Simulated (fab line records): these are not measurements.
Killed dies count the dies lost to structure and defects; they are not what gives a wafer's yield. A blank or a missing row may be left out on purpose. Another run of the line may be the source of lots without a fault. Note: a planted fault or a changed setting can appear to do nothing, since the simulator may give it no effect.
Struck lot and sound lot, side by side | flow nand harc | 13 steps out of a route of 1159
Sound: wafers L577.1, L577.3, L577.4. Struck: wafers L586.3, L586.5. Last of all comes the cause.
At each step with rows: each side's tool, then ch and its chambers, then its first start. Under that, the readings that differ: sound wafers | struck wafers | difference of the means | sigmas: that difference in standard deviations of wafers without a fault.
alike: a reading whose means differ by less than 2 such deviations, as well as words and numbers matching on both sides. not compared: withheld readings; readings where some wafer has no value; bounds like >300 that might hide an equal value; numbers whose values overlap and for which the record gives no deviation.
Wherever a step has rows on one side only, a row that says differs or no value, or a row with sigmas, the two part there. Numbers that don't overlap but have no deviation are shown without sigmas and don't part them. Lack of a reading on every wafer of one side parts them only where that side has two or more wafers.

first, 2 steps without rows for these wafers: NHARC_A_BLC_ETCH_16 (etches the open film in CF4, target depth 39 nm, time 65 s); NHARC_A_BLC_ETCH_17 (etches the open film in N2/H2, target depth 390 nm, time 609.38 s).
NHARC_A_BLC_ETCH_18: etches the open film in C4F8/O2/Ar, target depth 910 nm.
  sound: rie diel-03 ch 0,1,3; struck: rie diel-03 ch 0,3
  alike: oes product au, rf vpp V
  not compared: rf hours counter h
NHARC_A_BLC_CD_MEAS_19:
  sound on cd sem-01, day 19 15:28; struck on cd sem-02, day 22 00:45
  alike: cd nm
NHARC_A_BLC_STRIP_29: strips in CF4.
  sound on rie diel-03 ch 0,2,3, day 19 15:33; struck on rie diel-12 ch 2, day 22 00:50
  alike: drypump motor current A, oes product au, rf vpp V, showerhead plenum p Torr, throttle valve pct
  not compared: rf hours counter h
NHARC_A_BLC_STRIP_21: strips in O2.
  sound on rie diel-03 ch 0,1,2, day 19 15:40; struck on rie diel-12 ch 2,3, day 22 00:55
  alike: drypump motor current A, oes product au, rf vpp V, showerhead plenum p Torr, throttle valve pct
  not compared: rf hours counter h
then, 1 step without rows for these wafers: NHARC_A_BLC_STRIP_22 (strips in post etch residue remover, time 600 s).
NHARC_A_BLC_DEGAS_30: time 60 s.
  sound on pvd sputter-02, day 19 16:05; struck on pvd sputter-01, day 22 01:22
  alike: heater power w
then, 1 step without rows for these wafers: NHARC_A_BLC_PRE_CLEAN_31 (time 15 s).
NHARC_A_BLC_PVD_32: deposits Ti, target thk 5 nm, time 17.7 s.
  sound on pvd sputter-02; struck on pvd sputter-01
  alike: cathode dc power W, substrate temp c, throttle valve pct
then, 2 steps without rows for these wafers: NHARC_A_BLC_ALD_23 (deposits TiN, target thk 3 nm, pulse time 1 s, ald cycles 150); NHARC_A_BLC_CVD_24 (deposits W, target thk 150 nm, time 434 s).
NHARC_A_BLC_CMP_25: polishes, t overpolish 30 s, target thk 150 nm.
  sound on cmp-04 ch 0,1,3, day 19 19:49; struck on cmp-02 ch 2,3, day 22 05:39
  reading                | sound                | struck        | difference | sigmas
  overpolish run s (s)   | 30.007 29.996 29.991 | 20.001 19.859 | -10.068    | -99 or more
  time to endpoint s (s) | 29 34 31             | 58 58         | +27        | +8
  alike: motor current A
  not compared: pad life wafers

== WHERE THEY PART ==
Within this record, at NHARC_A_BLC_CMP_25 only.

WHY: what had been put in by the simulator
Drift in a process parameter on cmp-02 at NHARC_A_BLC_CMP_25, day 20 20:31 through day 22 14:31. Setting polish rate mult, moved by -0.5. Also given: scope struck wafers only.
